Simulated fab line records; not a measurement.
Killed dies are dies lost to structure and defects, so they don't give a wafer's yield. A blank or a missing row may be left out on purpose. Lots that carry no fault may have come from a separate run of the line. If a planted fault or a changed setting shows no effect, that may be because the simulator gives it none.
Matching of chambers :: flow n5-finfet :: N5_HKMG_FIN_ETCH_31 on rie-diel-05 has 4 sister chambers
The step etches SiARC in CF4, target depth 45.5 nm, time 75.8 s. 4 wafers are shown with their chamber, then 7 later ones without.

== WAFERS, EACH WITH ITS CHAMBER ==
wafer: L080.6
chamber: 0
drypump-motor-current-A (A): 6.4

wafer: L090.5
chamber: 1
drypump-motor-current-A (A): 6.6

wafer: L091.1
chamber: 3
drypump-motor-current-A (A): 5.5

wafer: L091.2
chamber: 2
drypump-motor-current-A (A): 6.3

== WAFERS MISSING THEIR CHAMBER ==
wafer: L091.3
drypump-motor-current-A (A): 6.4

wafer: L092.3
drypump-motor-current-A (A): 6.7

wafer: L092.5
drypump-motor-current-A (A): 6.4

wafer: L092.6
drypump-motor-current-A (A): 5.4

wafer: L096.2
drypump-motor-current-A (A): 6.2

wafer: L096.4
drypump-motor-current-A (A): 5.5

wafer: L096.6
drypump-motor-current-A (A): 6.4

== EACH ONE'S CHAMBER ==
wafer: L091.3
from the rows above: can't be placed: 0 or 2
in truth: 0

wafer: L092.3
from the rows above: 1
in truth: 1

wafer: L092.5
from the rows above: can't be placed: 0 or 2
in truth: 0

wafer: L092.6
from the rows above: 3
in truth: 3

wafer: L096.2
from the rows above: can't be placed: 2 or 0
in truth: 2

wafer: L096.4
from the rows above: 3
in truth: 3

wafer: L096.6
from the rows above: can't be placed: 0 or 2
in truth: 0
Correct placement for 3 of the 7. Can't be placed from these rows: 4 (the true chamber is among the candidates in 4). Placed wrongly: 0.
How it was worked out, from the rows above alone: a wafer's distance from a chamber is the root of the sum, over the readings, of the square of ((its reading less the chamber's mean) divided by the reading's scatter). The wafer belongs to the nearest chamber; if the next one is less than 2 further off, it can't be placed. A chamber's mean is the mean of its shown wafers. The scatter: root of mean squared gap, hidden wafer to nearest shown wafer, with one shown wafer a chamber.
